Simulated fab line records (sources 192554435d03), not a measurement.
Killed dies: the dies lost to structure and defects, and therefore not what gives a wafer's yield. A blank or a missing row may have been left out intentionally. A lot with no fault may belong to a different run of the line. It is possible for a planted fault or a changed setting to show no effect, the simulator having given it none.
The tool behind it: which one?    flow n5Finfet    19 lots with 57 wafers sampled at 5 steps, on a route of 1938 steps

WHAT THE GAUGES READ, wafer by wafer
N5_MOL_CONTACT_COAG_OVL_MEAS_41. Usual: for VD_OVL the level is 0.8 nm and the standard deviation is 0.72.
lot   measured      on          VD_OVL (nm)    flag
L074  day 5 07:51   overlay-01  1.0 -0.6 1.6   
L075  day 5 09:28   overlay-02  -0.4 0.2 1.2   
L076  day 5 18:29   overlay-01  1.6 0.9 2.1    
L077  day 5 19:23   overlay-02  0.8 1.6 0.6    
L078  day 6 02:47   overlay-01  0.3 0.2 0.5    
L079  day 6 09:35   overlay-01  0.1 1.6 0.9    
L080  day 6 15:30   overlay-01  1.9 1.1 1.7    
L081  day 7 01:23   overlay-02  1.3 1.0 -0.1   
L083  day 7 14:11   overlay-01  0.0 0.7 1.5    
L084  day 7 14:22   overlay-02  -0.1 -0.8 0.9  
L085  day 8 02:57   overlay-01  0.4 2.2 1.7    
L087  day 8 10:33   overlay-01  0.8 1.6 1.1    
L089  day 9 04:22   overlay-02  1.3 1.1 1.8    
L090  day 9 06:08   overlay-02  1.3 -1.1 -0.6  
L091  day 9 12:26   overlay-02  0.0 0.7 0.2    
L094  day 10 06:19  overlay-01  1.1 1.3 1.4    
L095  day 10 13:52  overlay-01  -0.5 0.8 0.3   
L096  day 10 19:04  overlay-02  0.6 0.7 1.0    
L097  day 10 23:20  overlay-02  0.4 0.2 0.5    

WHAT TOOL EACH LOT RAN ON (gives the tool, then ch and the chambers of the sampled wafers, and finally the start)
lot   N5_GATE_CUT_CUT_ETCH_55           N5_MOL_CONTACT_COAG_ETCH_105       N5_MOL_CONTACT_COAG_ETCH_106       N5_MOL_CONTACT_COAG_ETCH_110
L074  rieMetal-03 ch 0, day 4 11:36     rieDiel-01 ch 1,3, day 4 15:24     rieDiel-01 ch 1,3, day 4 15:26     rieDiel-01 ch 1,3, day 4 15:38
L075  rieMetal-03 ch 0, day 4 16:17     rieDiel-03 ch 0,2,3, day 4 19:51   rieDiel-03 ch 0,2,3, day 4 19:53   rieDiel-03 ch 0,2,3, day 4 20:05
L076  rieMetal-02 ch 0,1, day 5 04:20   rieDiel-03 ch 0,2,3, day 5 08:18   rieDiel-03 ch 0,2,3, day 5 08:20   rieDiel-03 ch 0,2,3, day 5 08:31
L077  rieMetal-02 ch 0,1, day 5 06:35   rieDiel-03 ch 0,2, day 5 09:54     rieDiel-03 ch 0,2, day 5 09:56     rieDiel-03 ch 0,2, day 5 10:08
L078  rieMetal-01 ch 0,1, day 5 13:18   rieDiel-03 ch 2,3, day 5 16:54     rieDiel-03 ch 2,3, day 5 16:56     rieDiel-03 ch 2,3, day 5 17:07
L079  rieMetal-02 ch 0,1, day 5 19:17   rieDiel-03 ch 0,2, day 5 22:47     rieDiel-03 ch 0,2, day 5 22:49     rieDiel-03 ch 0,2, day 5 23:00
L080  rieMetal-02 ch 0,1, day 6 02:29   rieDiel-01 ch 1,2, day 6 05:51     rieDiel-01 ch 1,2, day 6 05:52     rieDiel-01 ch 1,2, day 6 06:04
L081  rieMetal-01 ch 0,1, day 6 11:19   rieDiel-06 ch 0,3, day 6 15:03     rieDiel-06 ch 0,3, day 6 15:05     rieDiel-06 ch 0,3, day 6 15:17
L083  rieMetal-02 ch 0,1, day 7 00:16   rieDiel-01 ch 0,3, day 7 03:34     rieDiel-01 ch 0,3, day 7 03:36     rieDiel-01 ch 0,3, day 7 03:47
L084  rieMetal-03 ch 0,1, day 7 00:28   rieDiel-06 ch 0,1, day 7 03:55     rieDiel-06 ch 0,1, day 7 03:56     rieDiel-06 ch 0,1, day 7 04:08
L085  rieMetal-01 ch 0,1, day 7 10:08   rieDiel-01 ch 0,1,2, day 7 15:14   rieDiel-01 ch 0,1,2, day 7 15:16   rieDiel-01 ch 0,1,2, day 7 15:27
L087  rieMetal-03 ch 0,1, day 7 20:22   rieDiel-06 ch 0,1,2, day 7 23:49   rieDiel-06 ch 0,1,2, day 7 23:50   rieDiel-06 ch 0,1,2, day 8 00:02
L089  rieMetal-03 ch 0,1, day 8 12:28   rieDiel-06 ch 0,1,3, day 8 16:38   rieDiel-06 ch 0,1,3, day 8 16:40   rieDiel-06 ch 0,1,3, day 8 16:52
L090  rieMetal-01 ch 0,1, day 8 15:40   rieDiel-01 ch 0,2,3, day 8 19:07   rieDiel-01 ch 0,2,3, day 8 19:09   rieDiel-01 ch 0,2,3, day 8 19:21
L091  rieMetal-01 ch 0, day 8 22:17     rieDiel-03 ch 0,2,3, day 9 02:10   rieDiel-03 ch 0,2,3, day 9 02:11   rieDiel-03 ch 0,2,3, day 9 02:23
L094  rieMetal-02 ch 0,1, day 9 14:43   rieDiel-01 ch 0,2,3, day 9 18:10   rieDiel-01 ch 0,2,3, day 9 18:11   rieDiel-01 ch 0,2,3, day 9 18:23
L095  rieMetal-03 ch 0,1, day 9 21:21   rieDiel-03 ch 0,1,3, day 10 01:08  rieDiel-03 ch 0,1,3, day 10 01:12  rieDiel-03 ch 0,1,3, day 10 01:23
L096  rieMetal-02 ch 0,1, day 10 01:53  rieDiel-06 ch 0,3, day 10 05:13    rieDiel-06 ch 0,3, day 10 05:14    rieDiel-06 ch 0,3, day 10 05:26
L097  rieMetal-02 ch 0,1, day 10 08:28  rieDiel-01 ch 0,2,3, day 10 11:55  rieDiel-01 ch 0,2,3, day 10 11:57  rieDiel-01 ch 0,2,3, day 10 12:09
- N5_GATE_CUT_CUT_ETCH_55: etches HfO2 in BCl3, target depth 3.2 nm.
- N5_MOL_CONTACT_COAG_ETCH_105: etches SiARC in CF4, target depth 15.6 nm, time 26 s.
- N5_MOL_CONTACT_COAG_ETCH_106: etches SOC in N2/H2, target depth 80 nm, overetch 16 nm, time 120 s.
- N5_MOL_CONTACT_COAG_ETCH_110: etches Si in CF4/O2, target depth 2.5 nm, time 8 s.

AS READ BY THE TOOLS THEMSELVES (means over the sampled wafers that have a number; for cases with no such wafer, the mark the record gives instead)
N5_GATE_CUT_CUT_ETCH_55. Usual: bcl3FlowSccm 79.98 sccm, standard deviation 0.25; drypumpMotorCurrentA 5.8 A, standard deviation 0.44; oesProductAu 0.84 a.u., standard deviation 0.11; rfFwdPowerW 439.8 W, standard deviation 2; throttleValvePct 33.03 %, standard deviation 0.29.
lot   tool         bcl3FlowSccm (sccm)  drypumpMotorCurrentA (A)  oesProductAu (a.u.)  rfFwdPowerW (W)  throttleValvePct (%)  flag
L074  rieMetal-03  79.85                5.7                       0.59                 438.7            33.13                 
L075  rieMetal-03  79.84                5.7                       0.58                 439.6            33.13                 
L076  rieMetal-02  80.03                5.5                       0.93                 441.2            33.12                 
L077  rieMetal-02  80.12                5.5                       0.93                 439.9            33.12                 
L078  rieMetal-01  79.75                6.1                       0.74                 439.3            33.33                 
L079  rieMetal-02  80.22                5.5                       0.92                 441.4            33.13                 
L080  rieMetal-02  80.03                5.5                       0.91                 440.8            33.13                 
L081  rieMetal-01  80.03                5.9                       0.76                 438.4            33.10                 
L083  rieMetal-02  79.93                5.5                       0.91                 441.6            33.13                 
L084  rieMetal-03  80.01                5.8                       0.96                 442.0            32.65                 
L085  rieMetal-01  79.94                6.0                       0.73                 439.1            33.33                 
L087  rieMetal-03  79.86                5.7                       0.95                 441.1            32.74                 
L089  rieMetal-03  80.07                5.8                       0.92                 442.5            32.65                 
L090  rieMetal-01  80.06                5.9                       0.74                 438.6            33.11                 
L091  rieMetal-01  79.91                5.6                       0.76                 437.1            32.89                 
L094  rieMetal-02  79.92                5.5                       0.88                 439.4            33.13                 
L095  rieMetal-03  79.93                5.8                       0.91                 441.1            32.65                 
L096  rieMetal-02  80.14                5.9                       0.88                 439.3            33.13                 
L097  rieMetal-02  80.04                6.0                       0.88                 438.6            33.14                 

N5_MOL_CONTACT_COAG_ETCH_105. Usual: drypumpMotorCurrentA 5.7 A (standard deviation 0.44); etchRfOnTimeS 26.0 s (standard deviation 0.69); oesProductAu 0.66 a.u. (standard deviation 0.075); rfFwdPowerW 533.0 W (standard deviation 2.1); rfVppV 183.7 V (standard deviation 1.1); showerheadPlenumPTorr 2.11 Torr (standard deviation 0.047); throttleValvePct 15.63 % (standard deviation 0.28).
lot   tool        drypumpMotorCurrentA (A)  etchRfOnTimeS (s)  oesProductAu (a.u.)  rfFwdPowerW (W)  rfVppV (V)  showerheadPlenumPTorr (Torr)  throttleValvePct (%)  flag
L074  rieDiel-01  6.2                       26.1               0.65                 535.0            183.5       2.10                          15.53                 
L075  rieDiel-03  5.6                       26.1               0.65                 530.9            183.1       2.08                          15.67                 
L076  rieDiel-03  5.6                       26.4               0.64                 532.7            184.0       2.08                          15.69                 
L077  rieDiel-03  5.4                       26.3               0.62                 531.3            183.6       2.05                          15.64                 
L078  rieDiel-03  5.8                       26.0               0.67                 531.6            183.8       2.12                          15.72                 
L079  rieDiel-03  5.4                       26.6               0.61                 532.1            182.4       2.04                          15.65                 
L080  rieDiel-01  6.1                       27.2               0.65                 533.8            183.5       2.10                          15.69                 
L081  rieDiel-06  5.8                       25.8               0.65                 535.8            184.6       2.09                          15.54                 
L083  rieDiel-01  5.2                       25.7               0.64                 533.6            184.5       2.12                          15.77                 
L084  rieDiel-06  5.8                       25.5               0.65                 533.3            182.9       2.09                          15.50                 
L085  rieDiel-01  5.6                       26.2               0.65                 533.2            183.2       2.11                          15.80                 
L087  rieDiel-06  5.5                       25.2               0.69                 535.0            183.4       2.12                          15.60                 
L089  rieDiel-06  5.8                       25.8               0.60                 534.3            183.9       2.10                          15.74                 
L090  rieDiel-01  5.5                       26.2               0.68                 533.9            182.9       2.10                          15.62                 
L091  rieDiel-03  5.6                       26.2               0.70                 532.0            183.8       2.16                          15.59                 
L094  rieDiel-01  5.6                       26.0               0.68                 534.1            183.5       2.10                          15.63                 
L095  rieDiel-03  5.6                       25.9               0.67                 530.4            184.3       2.11                          15.50                 
L096  rieDiel-06  5.8                       25.9               0.63                 534.6            183.7       2.08                          15.59                 
L097  rieDiel-01  5.6                       25.8               0.67                 532.8            183.0       2.10                          15.65                 

N5_MOL_CONTACT_COAG_ETCH_106. Usual: drypumpMotorCurrentA 5.7 A, standard deviation 0.44; oesProductAu 0.69 a.u., standard deviation 0.077; rfFwdPowerW 836.0 W, standard deviation 2.5; rfVppV 522.8 V, standard deviation 1.9; showerheadPlenumPTorr 2.50 Torr, standard deviation 0.061; throttleValvePct 17.84 %, standard deviation 0.28.
lot   tool        drypumpMotorCurrentA (A)  oesProductAu (a.u.)  rfFwdPowerW (W)  rfVppV (V)  showerheadPlenumPTorr (Torr)  throttleValvePct (%)  flag
L074  rieDiel-01  6.2                       0.68                 836.0            523.2       2.49                          17.67                 
L075  rieDiel-03  5.6                       0.68                 835.6            521.4       2.48                          17.98                 
L076  rieDiel-03  5.6                       0.68                 834.2            522.0       2.48                          18.00                 
L077  rieDiel-03  5.4                       0.65                 836.2            519.8       2.44                          17.96                 
L078  rieDiel-03  5.8                       0.69                 833.6            524.0       2.52                          18.03                 
L079  rieDiel-03  5.4                       0.65                 833.9            520.5       2.43                          17.98                 
L080  rieDiel-01  6.1                       0.69                 832.8            522.5       2.48                          17.79                 
L081  rieDiel-06  5.9                       0.69                 835.7            522.3       2.47                          17.66                 
L083  rieDiel-01  5.2                       0.67                 835.4            522.9       2.50                          17.91                 
L084  rieDiel-06  5.8                       0.68                 834.3            522.1       2.46                          17.59                 
L085  rieDiel-01  5.6                       0.69                 837.5            522.7       2.49                          17.91                 
L087  rieDiel-06  5.5                       0.70                 836.8            523.1       2.51                          17.80                 
L089  rieDiel-06  5.9                       0.64                 838.8            521.9       2.48                          17.86                 
L090  rieDiel-01  5.6                       0.71                 839.4            522.2       2.48                          17.77                 
L091  rieDiel-03  5.6                       0.73                 834.0            524.9       2.57                          17.92                 
L094  rieDiel-01  5.6                       0.71                 835.8            522.2       2.48                          17.78                 
L095  rieDiel-03  5.6                       0.70                 833.9            523.2       2.53                          17.80                 
L096  rieDiel-06  5.8                       0.66                 838.2            522.0       2.45                          17.71                 
L097  rieDiel-01  5.6                       0.70                 837.8            521.9       2.48                          17.80                 

N5_MOL_CONTACT_COAG_ETCH_110. Usual: drypumpMotorCurrentA 5.7 A, standard deviation 0.44; oesProductAu 0.77 a.u., standard deviation 0.088; rfFwdPowerW 198.5 W, standard deviation 0.7; rfVppV 127.0 V, standard deviation 2.9; showerheadPlenumPTorr 2.19 Torr, standard deviation 0.048; throttleValvePct 10.8 %, standard deviation 0.32.
lot   tool        drypumpMotorCurrentA (A)  oesProductAu (a.u.)  rfFwdPowerW (W)  rfVppV (V)  showerheadPlenumPTorr (Torr)  throttleValvePct (%)  flag
L074  rieDiel-01  6.2                       0.75                 199.2            124.4       2.18                          10.7                  
L075  rieDiel-03  5.6                       0.75                 198.6            127.0       2.16                          10.8                  
L076  rieDiel-03  5.6                       0.75                 198.6            127.7       2.16                          10.8                  
L077  rieDiel-03  5.4                       0.72                 198.8            129.4       2.13                          10.8                  
L078  rieDiel-03  5.8                       0.77                 198.4            123.8       2.20                          10.8                  
L079  rieDiel-03  5.4                       0.72                 198.1            129.8       2.12                          10.8                  
L080  rieDiel-01  6.1                       0.76                 198.0            124.8       2.19                          10.8                  
L081  rieDiel-06  5.9                       0.76                 198.8            126.1       2.17                          10.7                  
L083  rieDiel-01  5.3                       0.75                 198.1            127.3       2.20                          11.0                  
L084  rieDiel-06  5.8                       0.78                 198.8            127.0       2.17                          10.7                  
L085  rieDiel-01  5.7                       0.75                 198.8            127.0       2.19                          10.9                  
L087  rieDiel-06  5.5                       0.80                 199.4            129.2       2.20                          10.7                  
L089  rieDiel-06  5.9                       0.72                 199.1            126.5       2.18                          10.9                  
L090  rieDiel-01  5.6                       0.80                 198.3            127.5       2.18                          10.7                  
L091  rieDiel-03  5.6                       0.82                 198.7            127.7       2.24                          10.7                  
L094  rieDiel-01  5.6                       0.79                 198.4            127.4       2.18                          10.8                  
L095  rieDiel-03  5.6                       0.79                 198.1            126.5       2.20                          10.7                  
L096  rieDiel-06  5.9                       0.74                 198.3            126.9       2.16                          10.8                  
L097  rieDiel-01  5.5                       0.78                 198.2            127.6       2.18                          10.7                  

THE ANSWER, worked out from the rows above alone
Rule: lot off if the mean of its wafers having a number is beyond 3 standard deviations from the usual mean. A lot without any number at a reading at which 4 lots or more have one is off too. Where the step has rows for the other lots, those lots are counted as sound. First the gauges in route order, then the tools' own readings, where a lot's mean is used as printed above. At the first step where some lot is off, the reading lying furthest off is the one used; lots without a number count as furthest.
Nothing can be told from this: no lot is off at any reading shown.

WHAT HAD BEEN PUT IN BY THE SIMULATOR
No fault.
